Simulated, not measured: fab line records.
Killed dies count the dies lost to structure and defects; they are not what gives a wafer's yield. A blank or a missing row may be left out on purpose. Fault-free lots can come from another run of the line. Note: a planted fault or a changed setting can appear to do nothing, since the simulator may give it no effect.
Split-lot experiment :: flow n5_finfet :: 7 lots, 21 wafers read, on a route of 1938 steps

ON THE SPLIT
At N5_BEOL_M9_HM_DEP_02 (deposits TiN, target thk 20 nm), the setting target_thk_a was moved away from the recipe's 200 angstrom on 7 of the 21 wafers read, by -11.9% to +12.9%. The other wafers ran this setting at the recipe's value.

The reading is taken at the split's own step.

THE READING
TiN_of_BEOL_M9_HM_DEP_02.thk_nm (the simulator's own value, which no gauge read), in nm, at N5_BEOL_M9_HM_DEP_02 (deposits TiN, target thk 20 nm). The file does not state a usual value for it. Across the 14 wafers here that went through the recipe, the average is 19.9 nm and the standard deviation 0.26 nm.

wafer: L077.3
tool, chamber at the split: pvd_sputter-02, -
target_thk_a as run, angstrom: 200
against the recipe: recipe
TiN_of_BEOL_M9_HM_DEP_02.thk_nm, nm: 19.6
against lot-mates on the recipe: -

wafer: L077.5
tool, chamber at the split: pvd_sputter-02, -
target_thk_a as run, angstrom: 200
against the recipe: recipe
TiN_of_BEOL_M9_HM_DEP_02.thk_nm, nm: 19.6
against lot-mates on the recipe: -

wafer: L077.6
tool, chamber at the split: pvd_sputter-02, -
target_thk_a as run, angstrom: 200
against the recipe: recipe
TiN_of_BEOL_M9_HM_DEP_02.thk_nm, nm: 20
against lot-mates on the recipe: -

wafer: L081.3
tool, chamber at the split: pvd_sputter-03, -
target_thk_a as run, angstrom: 200
against the recipe: recipe
TiN_of_BEOL_M9_HM_DEP_02.thk_nm, nm: 20
against lot-mates on the recipe: -

wafer: L081.4
tool, chamber at the split: pvd_sputter-03, -
target_thk_a as run, angstrom: 200
against the recipe: recipe
TiN_of_BEOL_M9_HM_DEP_02.thk_nm, nm: 20
against lot-mates on the recipe: -

wafer: L081.5
tool, chamber at the split: pvd_sputter-03, -
target_thk_a as run, angstrom: 187.8
against the recipe: -6.1%
TiN_of_BEOL_M9_HM_DEP_02.thk_nm, nm: 18.8
against lot-mates on the recipe: -1.2

wafer: L084.1
tool, chamber at the split: pvd_sputter-02, -
target_thk_a as run, angstrom: 200
against the recipe: recipe
TiN_of_BEOL_M9_HM_DEP_02.thk_nm, nm: 20
against lot-mates on the recipe: -

wafer: L084.2
tool, chamber at the split: pvd_sputter-02, -
target_thk_a as run, angstrom: 219.5
against the recipe: +9.7%
TiN_of_BEOL_M9_HM_DEP_02.thk_nm, nm: 21.8
against lot-mates on the recipe: +1.8

wafer: L084.3
tool, chamber at the split: pvd_sputter-02, -
target_thk_a as run, angstrom: 219.5
against the recipe: +9.7%
TiN_of_BEOL_M9_HM_DEP_02.thk_nm, nm: 22
against lot-mates on the recipe: +2.0

wafer: L085.2
tool, chamber at the split: pvd_sputter-02, -
target_thk_a as run, angstrom: 200
against the recipe: recipe
TiN_of_BEOL_M9_HM_DEP_02.thk_nm, nm: 19.6
against lot-mates on the recipe: -

wafer: L085.3
tool, chamber at the split: pvd_sputter-02, -
target_thk_a as run, angstrom: 200
against the recipe: recipe
TiN_of_BEOL_M9_HM_DEP_02.thk_nm, nm: 20
against lot-mates on the recipe: -

wafer: L085.5
tool, chamber at the split: pvd_sputter-02, -
target_thk_a as run, angstrom: 200
against the recipe: recipe
TiN_of_BEOL_M9_HM_DEP_02.thk_nm, nm: 20.2
against lot-mates on the recipe: -

wafer: L091.1
tool, chamber at the split: pvd_sputter-03, -
target_thk_a as run, angstrom: 200
against the recipe: recipe
TiN_of_BEOL_M9_HM_DEP_02.thk_nm, nm: 20.2
against lot-mates on the recipe: -

wafer: L091.4
tool, chamber at the split: pvd_sputter-03, -
target_thk_a as run, angstrom: 182.9
against the recipe: -8.6%
TiN_of_BEOL_M9_HM_DEP_02.thk_nm, nm: 18.6
against lot-mates on the recipe: -1.6

wafer: L091.6
tool, chamber at the split: pvd_sputter-03, -
target_thk_a as run, angstrom: 182.9
against the recipe: -8.6%
TiN_of_BEOL_M9_HM_DEP_02.thk_nm, nm: 18.6
against lot-mates on the recipe: -1.6

wafer: L089.1
tool, chamber at the split: pvd_sputter-01, -
target_thk_a as run, angstrom: 200
against the recipe: recipe
TiN_of_BEOL_M9_HM_DEP_02.thk_nm, nm: 19.4
against lot-mates on the recipe: -

wafer: L089.4
tool, chamber at the split: pvd_sputter-01, -
target_thk_a as run, angstrom: 200
against the recipe: recipe
TiN_of_BEOL_M9_HM_DEP_02.thk_nm, nm: 19.8
against lot-mates on the recipe: -

wafer: L089.5
tool, chamber at the split: pvd_sputter-01, -
target_thk_a as run, angstrom: 225.8
against the recipe: +12.9%
TiN_of_BEOL_M9_HM_DEP_02.thk_nm, nm: 22.2
against lot-mates on the recipe: +2.6

wafer: L094.2
tool, chamber at the split: pvd_sputter-01, -
target_thk_a as run, angstrom: 200
against the recipe: recipe
TiN_of_BEOL_M9_HM_DEP_02.thk_nm, nm: 20.2
against lot-mates on the recipe: -

wafer: L094.4
tool, chamber at the split: pvd_sputter-01, -
target_thk_a as run, angstrom: 176.2
against the recipe: -11.9%
TiN_of_BEOL_M9_HM_DEP_02.thk_nm, nm: 17.4
against lot-mates on the recipe: -2.5

wafer: L094.6
tool, chamber at the split: pvd_sputter-01, -
target_thk_a as run, angstrom: 200
against the recipe: recipe
TiN_of_BEOL_M9_HM_DEP_02.thk_nm, nm: 19.6
against lot-mates on the recipe: -

THE FIT
A straight line over all 21 wafers: TiN_of_BEOL_M9_HM_DEP_02.thk_nm changes by +0.187 nm for each +1% of target_thk_a; r = +0.97; the points scatter about the line by 0.26 nm.
The same after taking each lot's own level away (the mean of its wafers on the recipe; 21 wafers): +0.198 nm for each +1%; r = +0.99; scatter 0.18 nm.
According to that fit, moving target_thk_a by its largest amount changes the reading by 2.6 nm.
The span of the lots' own levels, 19.60 to 20.20 nm, comes to 2.3 times the standard deviation stated above.
So the lot-to-lot level changes the slope little: the two slopes agree.
Check: for one of the wafers moved furthest among these (+12.9%), held out of the fit, the line's prediction against its lot-mates is +2.54 nm. Against them it came out at +2.6 nm.

THESE WAFERS: OTHER SPLITS
Other splits were also applied to these wafers ahead of the reading. Each is held against what the fit with the lots' levels taken away leaves over:
other split on the same wafers: N5_BEOL_M3_EXPOSE_08 dose_mj
wafers away from the commonest value: 7
r with TiN_of_BEOL_M9_HM_DEP_02.thk_nm (lot level and that fit taken away): -0.13

other split on the same wafers: N5_BEOL_M4_DESCUM_16 time_s
wafers away from the commonest value: 7
r with TiN_of_BEOL_M9_HM_DEP_02.thk_nm (lot level and that fit taken away): -0.24

other split on the same wafers: N5_BEOL_M4_TRENCH_ETCH_37 time_s
wafers away from the commonest value: 6
r with TiN_of_BEOL_M9_HM_DEP_02.thk_nm (lot level and that fit taken away): +0.32

other split on the same wafers: N5_BEOL_M5_COAT_71 spin_rpm
wafers away from the commonest value: 5
r with TiN_of_BEOL_M9_HM_DEP_02.thk_nm (lot level and that fit taken away): +0.32

other split on the same wafers: N5_BEOL_M6_COAT_60 spin_rpm
wafers away from the commonest value: 8
r with TiN_of_BEOL_M9_HM_DEP_02.thk_nm (lot level and that fit taken away): +0.17

other split on the same wafers: N5_BEOL_M7_PECVD_70 temp_c
wafers away from the commonest value: 6
r with TiN_of_BEOL_M9_HM_DEP_02.thk_nm (lot level and that fit taken away): -0.13

other split on the same wafers: N5_BEOL_M9_ILD_DEP_00 time_s
wafers away from the commonest value: 9
r with TiN_of_BEOL_M9_HM_DEP_02.thk_nm (lot level and that fit taken away): -0.09

FILE'S OWN FIT
TiN_of_BEOL_M9_HM_DEP_02.thk_nm changes by +0.2 nm for each +1% of target_thk_a, r = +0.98.
